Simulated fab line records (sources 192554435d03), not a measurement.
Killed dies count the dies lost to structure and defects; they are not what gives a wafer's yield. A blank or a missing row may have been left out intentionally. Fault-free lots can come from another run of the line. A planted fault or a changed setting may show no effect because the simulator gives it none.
Which tool was responsible? -- flow n5_finfet -- Sampling: 24 lots, 72 wafers, 6 of 1938 route steps

## WHAT THE GAUGES SHOWED, per wafer
N5_BEOL_M1_THK_MEAS_53: measures by xrf.
lot,measured,on,M1_THK (nm)
L074,day 6 11:19,film_metro-02,41.7 42.3 41.3
L075,day 6 14:34,film_metro-02,38.8 39.1 40.7
L076,day 6 19:18,film_metro-01,37.2 39.7 39.1
L077,day 7 05:14,film_metro-02,38.7 39.8 39.5
L078,day 7 11:41,film_metro-01,40.5 39.8 42.5
L080,day 7 20:17,film_metro-02,39.1 39.3 38.7
L079,day 8 00:50,film_metro-02,38.8 37.2 37.7
L081,day 8 04:03,film_metro-01,37.3 39.5 38.8
L082,day 8 15:28,film_metro-02,38.8 38.6 38.1
L083,day 8 17:17,film_metro-01,39.9 38.7 39.6
L084,day 8 22:33,film_metro-02,36.4 38.0 39.1
L085,day 9 10:19,film_metro-01,37.6 39.3 41.4
L086,day 9 13:08,film_metro-01,38.0 40.2 39.4
L087,day 9 16:32,film_metro-01,38.6 39.5 38.3
L089,day 10 01:04,film_metro-01,37.6 37.4 38.7
L088,day 10 13:11,film_metro-01,37.3 40.4 41.6
L090,day 10 16:02,film_metro-02,41.3 40.4 43.0
L091,day 10 19:37,film_metro-02,41.0 43.3 42.9
L092,day 10 22:12,film_metro-02,40.1 42.5 43.1
L093,day 11 00:56,film_metro-02,40.7 39.4 39.9
L094,day 11 04:31,film_metro-02,39.6 41.0 40.1
L095,day 11 12:14,film_metro-01,40.4 38.0 41.1
L096,day 12 09:41,film_metro-02,40.2 39.5 43.1
L097,day 12 06:50,film_metro-02,38.7 37.8 39.0

## WHICH TOOL RAN EACH LOT (tool, then ch and the chambers of the sampled wafers, then the start)
lot,N5_BEOL_M0_ETCH_109,N5_BEOL_M0_DEP_125,N5_BEOL_M1_ETCH_41,N5_BEOL_M1_SPUTTER_48,N5_BEOL_M1_SPUTTER_86
L074,"rie_diel-05 ch 1,2,3, day 5 22:29","pecvd-04 ch 1,2, day 6 01:02","rie_diel-01 ch 0,1, day 6 08:47 or earlier","pvd_sputter-03, day 6 08:47","pvd_sputter-03, day 6 09:26"
L075,"rie_diel-04 ch 0,3, day 6 02:29","pecvd-02 ch 1,2, day 6 05:05","rie_diel-06 ch 0,2,3, day 6 12:01 or earlier","pvd_sputter-01, day 6 12:01","pvd_sputter-01, day 6 12:41"
L076,"rie_diel-04 ch 1,2,3, day 6 06:56","pecvd-02 ch 0,1, day 6 10:30","rie_diel-06 ch 0,1, day 6 16:45 or earlier","pvd_sputter-02, day 6 16:45","pvd_sputter-02, day 6 17:25"
L077,"rie_diel-03 ch 0,2, day 6 15:35","pecvd-02 ch 0,1,2, day 6 18:23","rie_diel-01 ch 1,2,3, day 7 02:23 or earlier","pvd_sputter-02, day 7 02:23","pvd_sputter-02, day 7 03:03"
L078,"rie_diel-05 ch 0,1,3, day 6 16:40","pecvd-03 ch 0,2, day 6 20:44","rie_diel-06 ch 0,1,2, day 7 09:08 or earlier","pvd_sputter-01, day 7 09:08","pvd_sputter-01, day 7 09:47"
L080,"rie_diel-04 ch 0,1,2, day 7 05:04","pecvd-03 ch 1,2, day 7 08:20","rie_diel-01 ch 0,1,3, day 7 17:40 or earlier","pvd_sputter-01, day 7 17:40","pvd_sputter-01, day 7 18:19"
L079,"rie_diel-03 ch 2,3, day 7 09:16","pecvd-04 ch 0,2, day 7 12:41","rie_diel-01 ch 0,1, day 7 22:17 or earlier","pvd_sputter-03, day 7 22:17","pvd_sputter-03, day 7 22:56"
L081,"rie_diel-04 ch 0,1,3, day 7 15:56","pecvd-03 ch 1,2, day 7 19:38","rie_diel-06 ch 1,3, day 8 01:29 or earlier","pvd_sputter-03, day 8 01:29","pvd_sputter-03, day 8 02:08"
L082,"rie_diel-03 ch 0,3, day 8 00:58","pecvd-04 ch 0,2, day 8 04:31","rie_diel-01 ch 1,2,3, day 8 12:55 or earlier","pvd_sputter-01, day 8 12:55","pvd_sputter-01, day 8 13:35"
L083,"rie_diel-05 ch 1,2,3, day 8 03:56","pecvd-02 ch 0,1, day 8 06:12","rie_diel-02 ch 0,2,3, day 8 14:44 or earlier","pvd_sputter-03, day 8 14:44","pvd_sputter-03, day 8 15:24"
L084,"rie_diel-04 ch 1,3, day 8 11:14","pecvd-03 ch 0,1,2, day 8 14:52","rie_diel-06 ch 0,3, day 8 20:00 or earlier","pvd_sputter-02, day 8 20:00","pvd_sputter-02, day 8 20:40"
L085,"rie_diel-03 ch 0,1,3, day 8 19:45","pecvd-03 ch 0,1,2, day 8 21:52","rie_diel-02 ch 0,2,3, day 9 07:45 or earlier","pvd_sputter-02, day 9 07:45","pvd_sputter-02, day 9 08:25"
L086,"rie_diel-03 ch 1,2, day 8 22:06","pecvd-03 ch 1,2, day 9 02:14","rie_diel-06 ch 1,2,3, day 9 10:35 or earlier","pvd_sputter-02, day 9 10:35","pvd_sputter-02, day 9 11:15"
L087,"rie_diel-03 ch 0,1,2, day 9 05:18","pecvd-03 ch 0,2, day 9 08:16","rie_diel-01 ch 0,1, day 9 13:58 or earlier","pvd_sputter-01, day 9 13:58","pvd_sputter-01, day 9 14:38"
L089,"rie_diel-03 ch 0,2,3, day 9 14:32","pecvd-03 ch 0,1, day 9 17:25","rie_diel-06 ch 1,2,3, day 9 22:31 or earlier","pvd_sputter-01, day 9 22:31","pvd_sputter-01, day 9 23:11"
L088,"rie_diel-04 ch 0,1,3, day 9 14:42","pecvd-02 ch 1,2, day 9 18:05","rie_diel-01 ch 0,1,3, day 10 10:38 or earlier","pvd_sputter-01, day 10 10:38","pvd_sputter-01, day 10 11:17"
L090,"rie_diel-05 ch 0,2, day 9 18:19","pecvd-03 ch 0,1, day 9 22:16","rie_diel-06 ch 0,2,3, day 10 13:29 or earlier","pvd_sputter-02, day 10 13:29","pvd_sputter-02, day 10 14:09"
L091,"rie_diel-05 ch 0,3, day 10 08:47","pecvd-02 ch 0,1,2, day 10 12:20","rie_diel-06 ch 0,2,3, day 10 17:04 or earlier","pvd_sputter-03, day 10 17:04","pvd_sputter-03, day 10 17:44"
L092,"rie_diel-03 ch 1,2,3, day 10 12:49","pecvd-04 ch 1,2, day 10 15:17","rie_diel-06 ch 1,3, day 10 19:38 or earlier","pvd_sputter-01, day 10 19:38","pvd_sputter-01, day 10 20:18"
L093,"rie_diel-04 ch 2,3, day 10 12:55","pecvd-03 ch 0,1,2, day 10 16:41","rie_diel-02 ch 0,2, day 10 22:23 or earlier","pvd_sputter-01, day 10 22:23","pvd_sputter-01, day 10 23:02"
L094,"rie_diel-04 ch 0,1,3, day 10 17:34","pecvd-02 ch 0,1, day 10 20:27","rie_diel-02 ch 1,2,3, day 11 01:56 or earlier","pvd_sputter-03, day 11 01:56","pvd_sputter-03, day 11 02:36"
L095,"rie_diel-05 ch 0,1,3, day 10 21:47","pecvd-03 ch 0,1,2, day 11 02:05","rie_diel-02 ch 1,2, day 11 09:31 or earlier","pvd_sputter-02, day 11 09:31","pvd_sputter-02, day 11 10:10"
L096,"rie_diel-03 ch 0,1,3, day 11 10:52","pecvd-02 ch 1,2, day 11 15:16","rie_diel-01 ch 1,2,3, day 12 06:13 or earlier","pvd_sputter-02, day 12 06:13","pvd_sputter-02, day 12 06:52"
L097,"rie_diel-04 ch 1,2,3, day 11 13:56","pecvd-03 ch 0,1, day 11 16:59","rie_diel-02 ch 0,1,3, day 12 04:13 or earlier","pvd_sputter-02, day 12 04:13","pvd_sputter-02, day 12 04:52"
- N5_BEOL_M0_ETCH_109: etches SiCN in CH3F/O2, target depth 8 nm, overetch 2.4 nm, time 27.4 s.
- N5_BEOL_M0_DEP_125: deposits SiCN from 3MS/NH3, target thk 8 nm, time 14 s.
- N5_BEOL_M1_ETCH_41: etches SiCN in CH3F/O2, target depth 31.9 nm, time 57.8 s.
- N5_BEOL_M1_SPUTTER_48: material Cu, target thk 4.5 nm, time 8.29 s.
- N5_BEOL_M1_SPUTTER_86: material Cu, target thk 4.5 nm, time 8.29 s.

## AS READ BY THE TOOLS THEMSELVES (means over the sampled wafers that have a number; for cases with no such wafer, the mark the record gives instead)
N5_BEOL_M0_ETCH_109.
lot,tool,bias_w (W),drypump_motor_current_A (A),oes_product_au (a.u.),rf_vpp_V (V),showerhead_plenum_p_Torr (Torr),throttle_valve_pct (%)
L074,rie_diel-05,75.08,6.2,0.65,297.4,2.00,16.46
L075,rie_diel-04,75.02,6.0,0.58,295.8,1.95,16.62
L076,rie_diel-04,75.12,5.9,0.60,296.3,1.95,16.46
L077,rie_diel-03,74.96,5.7,0.69,297.6,2.04,16.54
L078,rie_diel-05,74.98,6.2,0.65,296.8,2.00,16.46
L080,rie_diel-04,74.88,5.6,0.59,297.7,2.01,16.36
L079,rie_diel-03,74.89,5.7,0.64,297.5,2.05,16.62
L081,rie_diel-04,75.02,5.9,0.59,296.9,1.98,16.48
L082,rie_diel-03,75.14,6.1,0.70,298.0,2.02,16.28
L083,rie_diel-05,74.73,6.2,0.63,297.7,1.99,16.51
L084,rie_diel-04,74.97,6.2,0.59,296.1,1.92,16.63
L085,rie_diel-03,75.09,6.2,0.72,297.0,2.00,16.36
L086,rie_diel-03,75.15,6.2,0.72,297.4,1.99,16.55
L087,rie_diel-03,75.08,5.9,0.70,298.4,2.01,16.58
L089,rie_diel-03,74.95,5.9,0.66,298.6,2.03,16.51
L088,rie_diel-04,74.97,5.9,0.75,297.8,2.06,16.19
L090,rie_diel-05,75.23,6.2,0.69,296.8,1.94,16.07
L091,rie_diel-05,74.92,6.1,0.64,297.7,2.02,16.52
L092,rie_diel-03,74.97,6.1,0.68,298.2,2.00,16.52
L093,rie_diel-04,75.11,6.0,0.79,298.5,2.07,16.19
L094,rie_diel-04,74.81,5.9,0.73,298.4,2.05,16.22
L095,rie_diel-05,75.17,6.2,0.68,297.3,1.99,16.37
L096,rie_diel-03,75.10,6.2,0.70,296.7,1.99,16.39
L097,rie_diel-04,74.99,6.0,0.70,298.2,2.02,16.23

N5_BEOL_M0_DEP_125.
lot,tool,showerhead_plenum_p_Torr (Torr),showerhead_vpp_V (V),throttle_valve_pct (%)
L074,pecvd-04,3.653,851,8.6
L075,pecvd-02,3.645,890,8.5
L076,pecvd-02,3.670,919,9.4
L077,pecvd-02,3.655,905,9.0
L078,pecvd-03,3.685,855,9.7
L080,pecvd-03,3.668,956,8.5
L079,pecvd-04,3.657,884,8.6
L081,pecvd-03,3.667,939,8.5
L082,pecvd-04,3.654,872,8.5
L083,pecvd-02,3.654,916,9.1
L084,pecvd-03,3.677,900,8.8
L085,pecvd-03,3.670,899,8.9
L086,pecvd-03,3.658,902,8.9
L087,pecvd-03,3.677,863,9.8
L089,pecvd-03,3.685,937,8.6
L088,pecvd-02,3.652,909,8.6
L090,pecvd-03,3.681,906,9.1
L091,pecvd-02,3.656,904,9.0
L092,pecvd-04,3.660,840,9.0
L093,pecvd-03,3.675,901,8.6
L094,pecvd-02,3.658,919,9.1
L095,pecvd-03,3.678,908,8.7
L096,pecvd-02,3.655,888,8.6
L097,pecvd-03,3.686,902,9.2

N5_BEOL_M1_ETCH_41.
lot,tool,bias_w (W),drypump_motor_current_A (A),oes_product_au (a.u.),rf_vpp_V (V),showerhead_plenum_p_Torr (Torr),throttle_valve_pct (%)
L074,rie_diel-01,75.04,4.9,0.75,296.7,2.01,16.41
L075,rie_diel-06,75.00,5.4,0.72,295.0,1.95,16.38
L076,rie_diel-06,75.11,5.4,0.75,297.3,1.98,16.51
L077,rie_diel-01,74.71,5.6,0.72,297.2,2.02,16.38
L078,rie_diel-06,74.99,5.1,0.75,295.9,1.95,16.42
L080,rie_diel-01,74.90,5.3,0.74,296.7,1.97,16.38
L079,rie_diel-01,75.05,5.2,0.77,295.7,1.93,16.27
L081,rie_diel-06,74.86,5.4,0.71,295.4,1.90,16.31
L082,rie_diel-01,75.16,5.6,0.71,297.2,2.02,16.40
L083,rie_diel-02,75.03,5.4,0.79,296.9,2.01,16.16
L084,rie_diel-06,75.00,5.5,0.71,295.8,1.96,16.52
L085,rie_diel-02,75.13,5.4,0.80,297.5,2.01,16.17
L086,rie_diel-06,74.97,5.2,0.72,295.3,1.91,16.34
L087,rie_diel-01,74.79,4.9,0.73,297.0,2.00,16.45
L089,rie_diel-06,74.89,5.2,0.72,295.5,1.91,16.33
L088,rie_diel-01,75.00,5.3,0.72,295.9,1.97,16.40
L090,rie_diel-06,75.04,5.4,0.70,296.1,1.94,16.44
L091,rie_diel-06,75.25,5.4,0.71,296.0,1.94,16.45
L092,rie_diel-06,75.01,5.1,0.73,295.4,1.91,16.36
L093,rie_diel-02,74.89,5.1,0.78,297.1,1.98,16.18
L094,rie_diel-02,75.06,5.8,0.76,295.7,1.94,16.24
L095,rie_diel-02,74.94,5.5,0.74,295.8,1.91,16.24
L096,rie_diel-01,75.13,5.6,0.80,296.8,2.01,16.28
L097,rie_diel-02,75.07,5.8,0.78,297.8,2.01,16.17

N5_BEOL_M1_SPUTTER_48.
lot,tool,throttle_valve_pct (%)
L074,pvd_sputter-03,29.3
L075,pvd_sputter-01,29.5
L076,pvd_sputter-02,30.3
L077,pvd_sputter-02,28.6
L078,pvd_sputter-01,30.0
L080,pvd_sputter-01,28.9
L079,pvd_sputter-03,30.4
L081,pvd_sputter-03,30.2
L082,pvd_sputter-01,29.5
L083,pvd_sputter-03,29.5
L084,pvd_sputter-02,30.0
L085,pvd_sputter-02,29.5
L086,pvd_sputter-02,29.4
L087,pvd_sputter-01,28.8
L089,pvd_sputter-01,28.9
L088,pvd_sputter-01,28.7
L090,pvd_sputter-02,30.2
L091,pvd_sputter-03,31.1
L092,pvd_sputter-01,29.1
L093,pvd_sputter-01,28.6
L094,pvd_sputter-03,30.1
L095,pvd_sputter-02,29.0
L096,pvd_sputter-02,29.1
L097,pvd_sputter-02,29.5

N5_BEOL_M1_SPUTTER_86.
lot,tool,throttle_valve_pct (%)
L074,pvd_sputter-03,29.0
L075,pvd_sputter-01,29.6
L076,pvd_sputter-02,30.3
L077,pvd_sputter-02,28.6
L078,pvd_sputter-01,30.0
L080,pvd_sputter-01,28.8
L079,pvd_sputter-03,30.4
L081,pvd_sputter-03,30.0
L082,pvd_sputter-01,29.5
L083,pvd_sputter-03,29.5
L084,pvd_sputter-02,29.7
L085,pvd_sputter-02,29.4
L086,pvd_sputter-02,29.3
L087,pvd_sputter-01,28.9
L089,pvd_sputter-01,28.8
L088,pvd_sputter-01,28.8
L090,pvd_sputter-02,30.2
L091,pvd_sputter-03,30.7
L092,pvd_sputter-01,28.8
L093,pvd_sputter-01,28.7
L094,pvd_sputter-03,30.2
L095,pvd_sputter-02,29.2
L096,pvd_sputter-02,29.1
L097,pvd_sputter-02,29.3

## THE ANSWER, worked out from the rows above alone
Rule: the usual values come from the lots themselves. Put in order of their means at a reading, lots are off if they are a third of the lots or fewer, leave a main group of 4 or more, and stand apart from it by a gap of 3 or more times the standard deviation of the main group's means; of several such gaps the widest counts. A main group whose means are all the same, to the digits that the tables above print for the reading, isn't used. A lot without any number at a reading at which 4 lots or more have one is off too. All remaining lots with rows at the step are treated as sound. Order of review: gauges by route order, followed by the tools' own readings, for which a lot's mean as printed above is used. The first step at which some lot is off is used, and at that step the reading that is off furthest; a lot without a number counts as furthest.
None of the lots is off at any reading shown; this tells nothing.

## WHAT THE SIMULATOR HAD INSERTED
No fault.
